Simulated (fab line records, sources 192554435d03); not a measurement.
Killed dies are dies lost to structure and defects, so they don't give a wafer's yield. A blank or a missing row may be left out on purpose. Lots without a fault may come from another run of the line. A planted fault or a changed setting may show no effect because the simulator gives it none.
A struck lot beside a sound one | flow n5_finfet | 16 steps out of a route of 1938
Sound: wafers L993.1, L993.3, L993.6. Struck: wafer L109.3. (L109.4 of the same lot was not struck and is left out.) The cause comes at the end.
At each step with rows: each side's tool, then ch and its chambers, then its first start. Under that, the readings that differ: sound wafers | struck wafers | difference of the means | sigmas: that difference in standard deviations of wafers without a fault.
alike: readings whose means differ by less than 2 such deviations, and words and numbers that are the same on both sides. not compared: withheld readings, readings that some wafer has no value for, bounds like >300 that may hide the same value, and numbers for which the record gives no deviation and whose values overlap.
The two part at a step that has a row with sigmas, a row that says differs or no value, or rows on one side only. Numbers that don't overlap but have no deviation are shown without sigmas and don't part them. A reading that every wafer of one side lacks parts them only if that side has two wafers or more.

first, 2 steps without rows for these wafers: N5_HKMG_FIN_WET_ETCH_81 (etches TiN in SC1, stops on HfO2, time 57 s, target depth 6 nm); N5_HKMG_FIN_WET_ETCH_82 (etches La2O3 in dHCl, stops on HfO2, target depth 2 nm, rinse time 30 s).
N5_HKMG_FIN_ALD_36: deposits TiN, target thk 1 nm, pulse time 1 s, purge time 3 s.
  sound on ald_metal-04 ch 0,1,3, day 4 17:05; struck on ald_metal-04 ch 1, day 8 13:49
  alike: heater_power_w, precursor_pulse_height_rel
N5_HKMG_FIN_THK_MEAS_70: measures by xrf.
  sound on film_metro-01, day 4 17:22; struck on film_metro-02, day 8 14:06
  alike: HK_THK
N5_HKMG_FIN_PWFM_ALD_03: deposits TiN, target thk 2 nm, pulse time 1 s, purge time 3 s.
  sound on ald_metal-01 ch 0,3, day 4 17:24; struck on ald_metal-02 ch 0, day 8 14:08
  alike: heater_power_w, precursor_pulse_height_rel
then, 7 steps without rows for these wafers: N5_HKMG_FIN_COAT_29 (time 60 s, resist thk 300 nm); N5_HKMG_FIN_COAT_30 (time 60 s, resist thk 35 nm); N5_HKMG_FIN_COAT_06 (resist thk 90 nm); N5_HKMG_FIN_EBR_08; N5_HKMG_FIN_SOFTBAKE_07 (time 60 s); N5_HKMG_FIN_EXPOSE_09 (exposes mask NWFM); N5_HKMG_FIN_PEB_10 (peb time 60 s).
N5_HKMG_FIN_DEVELOP_11: develop time 30 s.
  sound on litho_track-05 ch 0, day 4 18:11; struck on litho_track-01 ch 0, day 8 14:47
N5_HKMG_FIN_CD_MEAS_12: target cd 92.8 nm.
  sound on cd_sem-03 ch 0, day 4 18:14; struck on cd_sem-03 ch 0, day 8 14:51
  reading    | sound          | struck | difference | sigmas
  cd_nm (nm) | 92.7 93.0 92.6 | 91.3   | -1.5       | -3
N5_HKMG_FIN_OVL_MEAS_13:
  sound on overlay-01 ch 0, day 4 18:16; struck on overlay-01 ch 0, day 8 14:53
  alike: NWFM_OVL
-- the record jumps here: 4 days lie between the struck wafers' starts before and after (it left off in module HKMG_FIN and takes up again in module BEOL_M4, whose first step shown is number 1111 of the route) --
N5_BEOL_M4_RC_MEAS_101:
  sound on prober-01 ch 0, day 8 02:25; struck on prober-02 ch 0, day 12 21:02
  reading        | sound             | struck | difference | sigmas
  DIBL_N (mV/V)  | 36.1 37.2 37.5    | 39.7   | +2.8       | +2
  IOFF_N (nA/um) | 0.149 0.167 0.170 | 0.211  | +0.049     | +2
  IOFF_P (nA/um) | 0.171 0.182 0.193 | 0.239  | +0.057     | +2
  alike: DIBL_P, ION_N, ION_P, SS_N, SS_P, VT_N, VT_P

WHERE THEY PART
First at N5_HKMG_FIN_CD_MEAS_12; last, within this record, at N5_BEOL_M4_RC_MEAS_101.

WHY: what the simulator had put in
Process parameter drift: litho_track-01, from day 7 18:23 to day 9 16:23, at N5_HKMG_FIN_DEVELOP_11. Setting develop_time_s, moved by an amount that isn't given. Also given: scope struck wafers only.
